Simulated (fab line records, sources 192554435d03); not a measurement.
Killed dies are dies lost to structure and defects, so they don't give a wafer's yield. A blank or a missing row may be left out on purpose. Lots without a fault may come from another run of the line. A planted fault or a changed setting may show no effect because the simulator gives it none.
A struck lot beside a sound one | flow n5_finfet | 18 steps out of a route of 1938
Sound: wafers L731.4, L731.5, L731.6. Struck: wafers L728.2, L728.3, L728.4. The cause comes at the end.
At each step with rows: each side's tool, then ch and its chambers, then its first start. Under that, the readings that differ: sound wafers | struck wafers | difference of the means | sigmas: that difference in standard deviations of wafers without a fault.
alike: readings whose means differ by less than 2 such deviations, and words and numbers that are the same on both sides. not compared: withheld readings, readings that some wafer has no value for, bounds like >300 that may hide the same value, and numbers for which the record gives no deviation and whose values overlap.
The two part at a step that has a row with sigmas, a row that says differs or no value, or rows on one side only. Numbers that don't overlap but have no deviation are shown without sigmas and don't part them. A reading that every wafer of one side lacks parts them only if that side has two wafers or more.

N5_BEOL_M13_ETCH_38: etches SiCN in CF4/N2, target depth 67.5 nm, time 71.9 s.
  sound on rie_diel-01 ch 2,3, day 14 08:59; struck on rie_diel-02 ch 0,2,3, day 14 01:16
  alike: drypump_motor_current_A, mfc_ar_sccm, oes_product_au, rf_vpp_V, showerhead_plenum_p_Torr, throttle_valve_pct
  not compared: rf_hours_counter_h
then, 5 steps without rows for these wafers: N5_BEOL_M13_PRECLEAN_39 (cleans in residue remover, time 60 s); N5_BEOL_M13_SRD_40 (time 30 s, dry time 30 s); N5_BEOL_M13_DEGAS_41 (time 60 s); N5_BEOL_M13_PRE_CLEAN_42 (time 30 s); N5_BEOL_M13_SPUTTER_43 (material TaN, target thk 15 nm, time 24.19 s).
N5_BEOL_M13_SPUTTER_44: material Ta, target thk 10 nm, time 16.13 s.
  sound on pvd_sputter-03, day 14 10:00; struck on pvd_sputter-01, day 14 01:50
  alike: susceptor_temp_C, throttle_valve_pct
then, 2 steps without rows for these wafers: N5_BEOL_M13_SPUTTER_45 (material Cu, target thk 80 nm, time 13.33 s); N5_BEOL_M13_ECD_47 (material Cu, target thk 936 nm).
N5_BEOL_M13_ANNEAL_48: time 90 s.
  sound on rtp_anneal-02 ch 0, day 14 10:28; struck on rtp_anneal-01 ch 0, day 14 02:15
  reading          | sound                | struck               | difference | sigmas
  wafer_temp_C_max | 225.87 226.10 225.79 | 225.53 225.43 225.35 | -0.48      | -2
N5_BEOL_M13_CMP_49: polishes, stops on SiOC, t overpolish 17.1 s, target thk 420 nm.
  sound on cmp-02 ch 1,2,3, day 14 10:44; struck on cmp-02 ch 1,2,3, day 14 02:30
  alike: barrier_field_endpoint_s, clearing_platen_down_force_psi, motor_current_A, overpolish_run_s, platen_rpm
N5_BEOL_M13_THK_MEAS_50: measures by xrf.
  sound on film_metro-01, day 14 10:55; struck on film_metro-01, day 14 02:47
  alike: M13_THK
N5_BEOL_M13_PRE_CLEAN_52: time 15 s.
  sound on pecvd-04 ch 0,1,2, day 14 10:58; struck on pecvd-03 ch 0,2, day 14 02:50
N5_BEOL_M13_DEP_53: deposits SiCN from 3MS/NH3, target thk 50 nm, time 17.8 s.
  sound on pecvd-04 ch 0,1,2, day 14 10:59; struck on pecvd-03 ch 0,2, day 14 02:52
  alike: showerhead_plenum_p_Torr, throttle_valve_pct
N5_BEOL_M13_RS_MEAS_54: measures by four-point-probe.
  sound on film_metro-02, day 14 11:03; struck on film_metro-02, day 14 02:55
  alike: M13_RS
N5_BEOL_M13_INSPECT_55: inspects for defects (darkfield).
  sound on defect_inspect-02, day 14 11:04; struck on defect_inspect-01, day 14 02:57
  reading          | sound     | struck      | difference | sigmas
  raw_defect_count | 87 103 86 | 435 476 481 | +372       | +14
then, 1 step without rows for these wafers: N5_BEOL_M14_ILD_DEP_00 (deposits SiO2 from TEOS/O2, target thk 1119.3 nm, time 237.4 s).
N5_PASSIVATION_PROBE_49:
  the record has rows for the struck wafers here (prober-02, day 15 03:58) and none for the sound ones

WHERE THEY PART
First at N5_BEOL_M13_ANNEAL_48; last, within this record, at N5_PASSIVATION_PROBE_49.

WHY: what the simulator had put in
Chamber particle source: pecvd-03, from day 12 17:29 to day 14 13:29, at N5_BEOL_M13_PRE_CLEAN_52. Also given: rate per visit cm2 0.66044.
